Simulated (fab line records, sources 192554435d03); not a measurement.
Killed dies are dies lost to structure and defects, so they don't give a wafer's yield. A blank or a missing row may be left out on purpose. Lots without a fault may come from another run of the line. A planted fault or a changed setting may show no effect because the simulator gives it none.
Chamber matching | flow n5_finfet | N5_BEOL_M0_SAQP_PECVD_04 on pecvd-04: 3 sister chambers
The step deposits a-Si from SiH4/He, target thk 60 nm, time 60.2 s. 20 wafers are shown with their chamber, then 10 later ones without.

WAFERS WITH THEIR CHAMBER
wafer  | chamber | showerhead_plenum_p_Torr (Torr) | heater_power_w (W) | throttle_valve_pct (%)
L074.2 | 0       | 5.66                            | 575                | 19.0
L074.3 | 1       | 5.67                            | 667                | 18.4
L074.6 | 2       | 5.60                            | 659                | 18.4
L076.1 | 2       | 5.60                            | 701                | 18.4
L076.3 | 0       | 5.65                            | 608                | 18.7
L076.4 | 2       | 5.60                            | 697                | 18.3
L079.2 | 1       | 5.67                            | 660                | 18.6
L079.4 | 2       | 5.61                            | 613                | 18.2
L079.5 | 0       | 5.66                            | 570                | 18.8
L083.3 | 1       | 5.65                            | 680                | 18.3
L083.5 | 0       | 5.66                            | 558                | 18.9
L083.6 | 1       | 5.67                            | 689                | 18.2
L084.2 | 1       | 5.66                            | 625                | 18.5
L084.5 | 2       | 5.62                            | 689                | 18.6
L084.6 | 1       | 5.66                            | 634                | 18.4
L085.3 | 2       | 5.59                            | 686                | 18.5
L085.4 | 0       | 5.65                            | 598                | 18.8
L085.6 | 2       | 5.60                            | 676                | 18.3
L088.1 | 1       | 5.67                            | 701                | 18.6
L088.2 | 2       | 5.62                            | 662                | 18.3

SIGNATURES (means of the wafers above)
reading                  | chamber 0 | chamber 1 | chamber 2 | scatter within a chamber
showerhead_plenum_p_Torr | 5.6560    | 5.6643    | 5.6050    | 0.00872
heater_power_w           | 581.80    | 665.14    | 672.88    | 26.7
throttle_valve_pct       | 18.840    | 18.429    | 18.375    | 0.133
Rule: a wafer's distance from a chamber is the root of the sum, over the readings, of the square of ((its reading less the chamber's mean) divided by the reading's scatter). The wafer belongs to the nearest chamber; if the next one is less than 2 further off, it can't be placed. The scatter: the root of (the sum of the squares of (reading less its chamber's mean) over the shown wafers, divided by (wafers less chambers)).

WAFERS WITHOUT THEIR CHAMBER
wafer  | showerhead_plenum_p_Torr (Torr) | heater_power_w (W) | throttle_valve_pct (%)
L088.4 | 5.66                            | 705                | 18.5
L093.2 | 5.67                            | 666                | 18.5
L093.3 | 5.60                            | 668                | 18.3
L093.4 | 5.64                            | 562                | 18.7
L094.1 | 5.59                            | 643                | 18.4
L094.4 | 5.67                            | 602                | 18.3
L094.5 | 5.66                            | 573                | 18.7
L095.2 | 5.66                            | 711                | 18.5
L095.4 | 5.68                            | 679                | 18.5
L095.6 | 5.67                            | 688                | 18.4

WHICH CHAMBER EACH WENT THROUGH
wafer  | from the rows above     | in truth
L088.4 | 1                       | 1
L093.2 | 1                       | 1
L093.3 | 2                       | 2
L093.4 | 0                       | 0
L094.1 | 2                       | 2
L094.4 | can't be placed: 1 or 0 | 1
L094.5 | 0                       | 0
L095.2 | 1                       | 1
L095.4 | 1                       | 1
L095.6 | 1                       | 1
Placed correctly: 9 of 10. Can't be placed from these rows: 1 (the true chamber is among the candidates in 1). Placed wrongly: 0.
